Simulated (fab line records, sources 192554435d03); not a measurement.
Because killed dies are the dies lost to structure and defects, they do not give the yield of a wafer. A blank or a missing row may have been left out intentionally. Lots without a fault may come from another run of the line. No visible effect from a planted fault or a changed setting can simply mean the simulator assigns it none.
fab line records	flow n5Finfet
record: lots: 7	wafers: 21
route steps=1938 shown BEOL_M13@1687 BEOL_M14@1743 BEOL_M15@1808 MIM_BOT_LITHO@1858 MIM_BOT_ETCH@1868 PASSIVATION@1910
startH: hours from the record's opening day to when the first of the lot's shown wafers began	waitH: time in hours since the lot's previous step	" the same as in the row above	L1.1+2: a row that stands for several wafers	- either no value or no given start	* or withheld: withheld	< > ~ a bound
route shown NAME@n: a module of which the file shows steps, and the number in the route of the first	usual: mean/standard deviation taken from wafers without a fault	same: alike in all rows	chamber/n: place in a boat	sites: readings site by site	_std_site: the values' standard deviation	_edge_site: the outer-site mean with the inner-site mean subtracted	radiusMm: for every site, how far away it sits from the centre of the wafer	mask NAME#n: copy n	behind: tool/chamber where the wafer was last shaped	hold: why the lot went on hold/how many hours it stayed there/how the hold came to an end	device: the transistor (n, p or np) that didn't switch	end of line: the route-end tests of the same wafers	a step without rows: its recipe alone	killed: dies lost to structure and defects at the first sort, not the wafer's yield	map: dies across one wafer; x = killed, . = not, _ = none there
set.NAME: setting as actually run; set.NAME@STEP: the setting as run at that earlier step	model.NAME: the simulator's own value behind a step, which no gauge read
lots run with intentionally changed settings; tables by step, rows by wafer
== steps ==
step: N5_BEOL_M13_DEVELOP_27
recipe: developTimeS: 45	rinseLiquid: diw	dry: airSpin	devTempC: 21
lot.wafer	tool	chamber	startH	waitH	set.developTimeS
L076.2+5	lithoTrack-01	0	-	-	41.72
L076.4	"	0	"	"	45
L086.1+5+6	lithoTrack-01	0	-	-	45
L085.1+2+4	lithoTrack-02	0	-	-	45
L087.1+6	lithoTrack-04	0	-	-	51.75
L087.4	"	0	"	"	45
L091.2+3	lithoTrack-02	0	-	-	41.1
L091.4	"	0	"	"	45
L095.1+3+4	lithoTrack-02	0	-	-	51.91
L096.2+3	lithoTrack-02	0	-	-	53.23
L096.5	"	0	"	"	45
step: N5_BEOL_M13_HARDBAKE_32
recipe: tempC: 130	timeS: 120
step: N5_BEOL_M13_CD_MEAS_28
recipe: targetCdNm: 209.5	landingEnergyEv: 500	detector: seInlens
usual: cdNm: 210.7/1.7
lot.wafer	tool	chamber	startH	waitH	set.doseMj@BEOL_M13_EXPOSE_25	cdNm
L076.2	cdSem-03	0	260.51	-	22	206.8
L076.4	"	0	"	"	22	208.6
L076.5	"	0	"	"	22.77	211.7
L086.1	cdSem-02	0	313.82	-	22	209.1
L086.5	"	0	"	"	23.14	217.1
L086.6	"	0	"	"	23.14	212.3
L085.1	cdSem-03	0	324.49	-	22	210.2
L085.2	"	0	"	"	22	209.9
L085.4	"	0	"	"	22	211.3
L087.1	cdSem-03	0	351.86	-	22	211.5
L087.4	"	0	"	"	22	210.5
L087.6	"	0	"	"	22	210.8
L091.2	cdSem-03	0	364.52	-	22	212.2
L091.3	"	0	"	"	22	212.6
L091.4	"	0	"	"	22	212.7
L095.1	cdSem-03	0	396.59	-	20.5	204.7
L095.3	"	0	"	"	22	210.2
L095.4	"	0	"	"	20.5	203.7
L096.2	cdSem-01	0	402.36	-	21.31	208.1
L096.3	"	0	"	"	22	211.5
L096.5	"	0	"	"	22	213.0
step: N5_BEOL_M13_DESCUM_33
recipe: chemistry: O2	timeS: 7.9	sourcePowerW: 50	biasPowerW: 20	pressureMtorr: 20	rfFrequencyHz: 2.712e+07	tempC: 40	o2FlowSccm: 225
lot.wafer	tool	chamber	startH	waitH	set.doseMj@BEOL_M13_EXPOSE_25	model.BEOL_M13.cdNm
L076.2	rieDiel-05	3	260.60	0.0	22	207
L076.4	"	0	"	"	22	208.6
L076.5	"	1	"	"	22.77	212
L086.1	rieDiel-06	3	313.91	0.0	22	209
L086.5	"	0	"	"	23.14	217.4
L086.6	"	3	"	"	23.14	212.2
L085.1+2	rieDiel-06	0,2	324.58	0.0	22	210.2
L085.4	"	1	"	"	22	211
L087.1	rieDiel-05	0	351.95	0.0	22	211.2
L087.4	"	2	"	"	22	210.8
L087.6	"	1	"	"	22	210.6
L091.2	rieDiel-03	1	364.60	0.0	22	212
L091.3	"	2	"	"	22	212.2
L091.4	"	0	"	"	22	212.6
L095.1	rieDiel-03	3	396.68	0.0	20.5	204.8
L095.3	"	1	"	"	22	210.6
L095.4	"	2	"	"	20.5	204
L096.2	rieDiel-05	3	402.45	0.0	21.31	208.2
L096.3	"	2	"	"	22	212
L096.5	"	0	"	"	22	213.2
step: N5_BEOL_M14_PEB_26
recipe: pebTempC: 130	pebTimeS: 90
lot.wafer	tool	chamber	startH	waitH	set.pebTempC
L076.2+5	lithoTrack-03	0	266.32	0.0	131.9
L076.4	"	0	"	"	130
L086.1+6	lithoTrack-05	0	320.62	0.1	130
L086.5	"	0	"	"	132.4
L085.1+2+4	lithoTrack-02	0	330.34	0.1	130
L087.1+4+6	lithoTrack-05	0	361.07	0.1	130
L091.2	lithoTrack-05	0	370.81	0.0	130
L091.3+4	"	0	"	"	127.6
L095.1+3	lithoTrack-05	0	402.62	0.1	130
L095.4	"	0	"	"	131
L096.2+3	lithoTrack-05	0	409.24	0.0	132
L096.5	"	0	"	"	130
step: N5_BEOL_M14_DEVELOP_27
recipe: developTimeS: 45	rinseLiquid: diw	dry: airSpin	devTempC: 21
step: N5_BEOL_M14_HARDBAKE_32
recipe: tempC: 130	timeS: 120
step: N5_BEOL_M14_CD_MEAS_28
recipe: targetCdNm: 284.4	landingEnergyEv: 500	detector: seInlens
usual: cdNm: 285.8/2.6
lot.wafer	tool	chamber	startH	waitH	set.pebTempC@BEOL_M14_PEB_26	cdNm
L076.2	cdSem-02	0	266.43	-	131.9	290.8
L076.4	"	0	"	"	130	284.1
L076.5	"	0	"	"	131.9	292.1
L086.1	cdSem-02	0	320.74	-	130	283.2
L086.5	"	0	"	"	132.4	299.5
L086.6	"	0	"	"	130	286.1
L085.1	cdSem-02	0	330.45	-	130	283.6
L085.2	"	0	"	"	130	286.9
L085.4	"	0	"	"	130	288.3
L087.1	cdSem-01	0	361.18	-	130	289.9
L087.4	"	0	"	"	130	287.9
L087.6	"	0	"	"	130	285.6
L091.2	cdSem-03	0	370.93	-	130	288.9
L091.3	"	0	"	"	127.6	276.5
L091.4	"	0	"	"	127.6	278.6
L095.1	cdSem-03	0	402.74	-	130	286.1
L095.3	"	0	"	"	130	287.0
L095.4	"	0	"	"	131	287.9
L096.2	cdSem-01	0	409.36	-	132	298.2
L096.3	"	0	"	"	132	295.6
L096.5	"	0	"	"	130	286.3
step: N5_BEOL_M14_DESCUM_33
recipe: chemistry: O2	timeS: 7.9	sourcePowerW: 50	biasPowerW: 20	pressureMtorr: 20	rfFrequencyHz: 2.712e+07	tempC: 40	o2FlowSccm: 225
lot.wafer	tool	chamber	startH	waitH	set.pebTempC@BEOL_M14_PEB_26	model.BEOL_M14.cdNm
L076.2	rieDiel-04	2	266.94	0.4	131.9	291
L076.4	"	1	"	"	130	284.2
L076.5	"	1	"	"	131.9	292
L086.1	rieDiel-01	3	320.82	0.0	130	283
L086.5	"	2	"	"	132.4	299.8
L086.6	"	1	"	"	130	286.4
L085.1	rieDiel-04	1	330.54	0.0	130	284
L085.2	"	0	"	"	130	286.8
L085.4	"	0	"	"	130	287.6
L087.1	rieDiel-02	0	361.27	0.0	130	290
L087.4	"	1	"	"	130	287.4
L087.6	"	0	"	"	130	286
L091.2	rieDiel-01	0	371.02	0.0	130	289.2
L091.3	"	3	"	"	127.6	276.4
L091.4	"	2	"	"	127.6	278.6
L095.1	rieDiel-01	3	402.82	0.0	130	285.8
L095.3	"	1	"	"	130	287.2
L095.4	"	0	"	"	131	287.8
L096.2	rieDiel-01	1	409.44	0.0	132	297.8
L096.3	"	3	"	"	132	295.4
L096.5	"	0	"	"	130	286.4
step: N5_BEOL_M14_ETCH_67
recipe: chemistry: CF4	target: SiARC	targetDepthA: 1430	timeS: 238.3	ionEnergyEv: 80	pressureMtorr: 40	sourceW: 545	biasW: 36	Ar_flow_sccm: 100	cf4FlowSccm: 100	ends: cleared
lot.wafer	tool	chamber	startH	waitH	set.pebTempC@BEOL_M14_PEB_26	model.BEOL_M14.cdNm
L076.2	rieDiel-04	2	266.97	0.0	131.9	286.6
L076.4	"	1	"	"	130	278.8
L076.5	"	1	"	"	131.9	287
L086.1	rieDiel-01	3	320.86	0.0	130	278
L086.5	"	2	"	"	132.4	296.2
L086.6	"	1	"	"	130	282.6
L085.1	rieDiel-04	1	330.58	0.0	130	278.6
L085.2	"	0	"	"	130	281.8
L085.4	"	0	"	"	130	283.4
L087.1	rieDiel-02	0	361.30	0.0	130	285
L087.4	"	1	"	"	130	283.6
L087.6	"	0	"	"	130	280.6
L091.2	rieDiel-01	0	371.05	0.0	130	284.2
L091.3	"	3	"	"	127.6	271
L091.4	"	2	"	"	127.6	273.6
L095.1	rieDiel-01	3	402.86	0.0	130	281
L095.3	"	1	"	"	130	283
L095.4	"	0	"	"	131	283
L096.2	rieDiel-01	1	409.48	0.0	132	293.4
L096.3	"	3	"	"	132	290
L096.5	"	0	"	"	130	281.6
step: N5_BEOL_M14_ETCH_68
recipe: chemistry: N2/H2	target: SOC	maskMaterial: SiARC	sourceW: 3000	biasW: 350	tempC: 40	timeS: 450	ionEnergyEv: 200	pressureMtorr: 30	n2FlowSccm: 200	h2FlowSccm: 200
lot.wafer	tool	chamber	startH	waitH	set.pebTempC@BEOL_M14_PEB_26	model.BEOL_M14.cdNm
L076.2	rieDiel-04	2	267.12	0.1	131.9	284.6
L076.4	"	1	"	"	130	279.4
L076.5	"	1	"	"	131.9	287.8
L086.1	rieDiel-01	3	321.01	0.1	130	278.8
L086.5	"	2	"	"	132.4	294.4
L086.6	"	1	"	"	130	279.8
L085.1	rieDiel-04	1	330.72	0.1	130	281.6
L085.2	"	0	"	"	130	283
L085.4	"	0	"	"	130	283.8
L087.1	rieDiel-02	0	361.45	0.1	130	287.2
L087.4	"	1	"	"	130	282.6
L087.6	"	0	"	"	130	282.2
L091.2	rieDiel-01	0	371.20	0.1	130	284.4
L091.3	"	3	"	"	127.6	271.8
L091.4	"	2	"	"	127.6	272.4
L095.1	rieDiel-01	3	403.01	0.1	130	281.4
L095.3	"	1	"	"	130	282.2
L095.4	"	0	"	"	131	281.8
L096.2	rieDiel-01	1	409.62	0.1	132	293.6
L096.3	"	3	"	"	132	291.4
L096.5	"	0	"	"	130	282.2
step: N5_BEOL_M15_ETCH_61
recipe: chemistry: N2/H2	target: BARC	targetDepthA: 890	overetchA: 267	timeS: 67.9	ionEnergyEv: 200	pressureMtorr: 30	sourceW: 840	biasW: 150	n2FlowSccm: 200	h2FlowSccm: 200
usual: rfVppV: 523.3/2.9
lot.wafer	tool	chamber	startH	waitH	set.biasW	rfVppV
L076.2	rieDiel-03	0	276.44	0.0	150	523.1
L076.4	"	1	"	"	150	524.5
L076.5	"	0	"	"	131.5	480.4
L086.1	rieDiel-05	0	327.83	0.0	150	526.2
L086.5	"	2	"	"	127.8	470.9
L086.6	"	1	"	"	150	527.1
L085.1	rieDiel-06	3	337.84	0.0	150	519.8
L085.2	"	1	"	"	150	521.1
L085.4	"	0	"	"	150	523.0
L087.1	rieDiel-05	1	367.25	0.0	150	525.3
L087.4	"	3	"	"	150	523.6
L087.6	"	1	"	"	150	526.6
L091.2	rieDiel-05	1	381.18	0.0	175.9	580.6
L091.3	"	3	"	"	150	523.1
L091.4	"	1	"	"	175.9	582.5
L095.1	rieDiel-05	2	409.77	0.0	150	522.4
L095.3	"	0	"	"	161.7	552.2
L095.4	"	3	"	"	161.7	549.9
L096.2	rieDiel-03	0	422.85	0.0	160.8	544.4
L096.3	"	1	"	"	150	522.8
L096.5	"	3	"	"	160.8	544.0
step: N5_MIM_BOT_LITHO_EXPOSE_05
recipe: maskId: MIM_BOT	na: 0.55	sourceShape: conventional	sigmaOuter: 0.8	polarization: unpolarized	doseMj: 24.25
lot.wafer	tool	chamber	startH	waitH	mask	set.doseMj
L076.2	krfScanner-02	0	286.45	-	MIM_BOT#0	24.25
L076.4+5	"	0	"	"	MIM_BOT#0	25.37
L086.1+5	krfScanner-02	0	338.84	-	MIM_BOT#0	24.25
L086.6	"	0	"	"	MIM_BOT#0	23.64
L085.1+2+4	krfScanner-01	0	344.14	-	MIM_BOT#0	24.25
L087.1	krfScanner-01	0	378.51	-	MIM_BOT#0	25.52
L087.4+6	"	0	"	"	MIM_BOT#0	24.25
L091.2	krfScanner-01	0	391.83	-	MIM_BOT#0	22.57
L091.3+4	"	0	"	"	MIM_BOT#0	24.25
L095.1+3+4	krfScanner-01	0	420.34	-	MIM_BOT#0	24.25
L096.2+3+5	krfScanner-01	0	433.59	-	MIM_BOT#0	24.25
step: N5_MIM_BOT_LITHO_PEB_06
recipe: pebTempC: withheld	pebTimeS: *
step: N5_MIM_BOT_LITHO_DEVELOP_07
recipe: developTimeS: 60	rinseLiquid: diw	dry: airSpin	devTempC: 21
step: N5_MIM_BOT_LITHO_HARDBAKE_09
recipe: tempC: 130	timeS: 120
step: N5_MIM_BOT_LITHO_CD_MEAS_08
recipe: targetCdNm: 3000	landingEnergyEv: 500	detector: seInlens	polarity: opening
usual: cdNm: 2999.9/1.9
lot.wafer	tool	chamber	startH	waitH	set.doseMj@MIM_BOT_LITHO_EXPOSE_05	cdNm
L076.2	cdSem-01	0	286.63	-	24.25	2998.8
L076.4	"	0	"	"	25.37	3005.8
L076.5	"	0	"	"	25.37	3004.5
L086.1	cdSem-03	0	339.02	-	24.25	2997.8
L086.5	"	0	"	"	24.25	2999.4
L086.6	"	0	"	"	23.64	2994.9
L085.1	cdSem-02	0	344.32	-	24.25	3000.4
L085.2	"	0	"	"	24.25	2998.1
L085.4	"	0	"	"	24.25	3000.3
L087.1	cdSem-02	0	378.68	-	25.52	3010.9
L087.4	"	0	"	"	24.25	3002.0
L087.6	"	0	"	"	24.25	2999.0
L091.2	cdSem-03	0	392.01	-	22.57	2989.0
L091.3	"	0	"	"	24.25	2998.8
L091.4	"	0	"	"	24.25	3000.0
L095.1	cdSem-02	0	420.52	-	24.25	3001.9
L095.3	"	0	"	"	24.25	3000.9
L095.4	"	0	"	"	24.25	2998.8
L096.2	cdSem-03	0	433.77	-	24.25	3003.7
L096.3	"	0	"	"	24.25	2999.1
L096.5	"	0	"	"	24.25	3003.2
step: N5_MIM_BOT_ETCH_ETCH_00
recipe: chemistry: Cl2/BCl3	target: TiN	targetDepthA: 455	ionEnergyEv: 150	pressureMtorr: 10	icpW: 1000	biasW: 126	Cl2_flow_sccm: 53.25	bcl3FlowSccm: 21.75	Ar_flow_sccm: 25
lot.wafer	tool	chamber	startH	waitH	set.icpW	model.etch.depthNm
L076.2	rieMetal-02	0	287.22	0.1	1000	45.42
L076.4	"	1	"	"	1147	50.83
L076.5	"	1	"	"	1000	44.96
L086.1	rieMetal-01	0	339.35	0.1	1000	47.68
L086.5	"	0	"	"	1000	47.53
L086.6	"	1	"	"	1110	50.94
L085.1+4	rieMetal-02	0	344.65	0.1	1000	44.89
L085.2	"	1	"	"	1000	44.88
L087.1	rieMetal-02	0	379.22	0.1	1000	43.97
L087.4	"	1	"	"	1000	44.28
L087.6	"	0	"	"	1000	44.09
L091.2	rieMetal-02	1	392.51	0.1	1000	44.55
L091.3	"	1	"	"	1000	44.6
L091.4	"	0	"	"	1000	44.82
L095.1	rieMetal-03	1	420.85	0.1	1128	48.46
L095.3	"	0	"	"	1128	48.93
L095.4	"	1	"	"	1000	43.29
L096.2	rieMetal-03	1	434.10	0.1	1000	42.72
L096.3	"	1	"	"	1050	44.82
L096.5	"	0	"	"	1000	43.57
step: N5_PASSIVATION_ETCH_59
recipe: chemistry: Cl2/BCl3	target: TaN	targetDepthA: 650	timeS: 34.9	ionEnergyEv: 100	pressureMtorr: 10	icpW: 900	biasW: 100	Cl2_flow_sccm: 60	bcl3FlowSccm: 30
lot.wafer	tool	chamber	startH	waitH	set.timeS	model.etch.depthNm
L076.2	rieMetal-03	0	291.08	0.3	34.9	63.96
L076.4	"	1	"	"	34.9	62.72
L076.5	"	0	"	"	34.9	64.6
L086.1	rieMetal-03	1	343.08	0.3	37.07	66.12
L086.5	"	0	"	"	37.07	68.36
L086.6	"	1	"	"	34.9	62.09
L085.1	rieMetal-02	0	349.29	0.3	34.9	63.98
L085.2	"	1	"	"	34.9	63.05
L085.4	"	1	"	"	34.9	63.41
L087.1	rieMetal-02	0	384.71	0.3	40.02	72.28
L087.4	"	1	"	"	40.02	72.89
L087.6	"	0	"	"	34.9	63.85
L091.2	rieMetal-03	1	398.39	0.3	34.9	61.07
L091.3	"	0	"	"	34.9	62
L091.4	"	1	"	"	34.9	61.23
L095.1	rieMetal-01	0	424.22	0.3	29.25	56.88
L095.3	"	0	"	"	34.9	67.86
L095.4	"	1	"	"	34.9	66.74
L096.2	rieMetal-02	0	438.28	0.3	37.71	69.08
L096.3	"	1	"	"	37.71	68.34
L096.5	"	0	"	"	34.9	63.99
== key ==
split: step: N5_BEOL_M13_DEVELOP_27	setting: developTimeS	stated: 45	by: wafer
response none clear
split: step: N5_BEOL_M14_PEB_26	setting: pebTempC	stated: 130	by: wafer
response: step: N5_BEOL_M14_CD_MEAS_28	reading: cdNm	change: +6.44	per: 1%	r: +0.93
response: step: N5_BEOL_M14_DESCUM_33	reading: model.BEOL_M14.cdNm	change: +6.45	per: 1%	r: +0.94
response: step: N5_BEOL_M14_ETCH_67	reading: model.BEOL_M14.cdNm	change: +6.66	per: 1%	r: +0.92
response: step: N5_BEOL_M14_ETCH_68	reading: model.BEOL_M14.cdNm	change: +6.41	per: 1%	r: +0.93
split: step: N5_BEOL_M15_ETCH_61	setting: biasW	stated: 150	by: wafer
response: step: N5_BEOL_M15_ETCH_61	reading: rfVppV	change: +3.51	per: 1%	r: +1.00
split: step: N5_MIM_BOT_LITHO_EXPOSE_05	setting: doseMj	stated: 24.25	by: wafer
response: step: N5_MIM_BOT_LITHO_CD_MEAS_08	reading: cdNm	change: +1.6	per: 1%	r: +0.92
split: step: N5_MIM_BOT_ETCH_ETCH_00	setting: icpW	stated: 1000	by: wafer
response: step: N5_MIM_BOT_ETCH_ETCH_00	reading: model.etch.depthNm	change: +0.375	per: 1%	r: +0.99
split: step: N5_PASSIVATION_ETCH_59	setting: timeS	stated: 34.9	by: wafer
response: step: N5_PASSIVATION_ETCH_59	reading: model.etch.depthNm	change: +0.632	per: 1%	r: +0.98
split outsideThisFile step=N5_BEOL_M13_EXPOSE_25 setting=doseMj
split outsideThisFile: this setting was split too, and the file shows its column; the key of that split is in another file
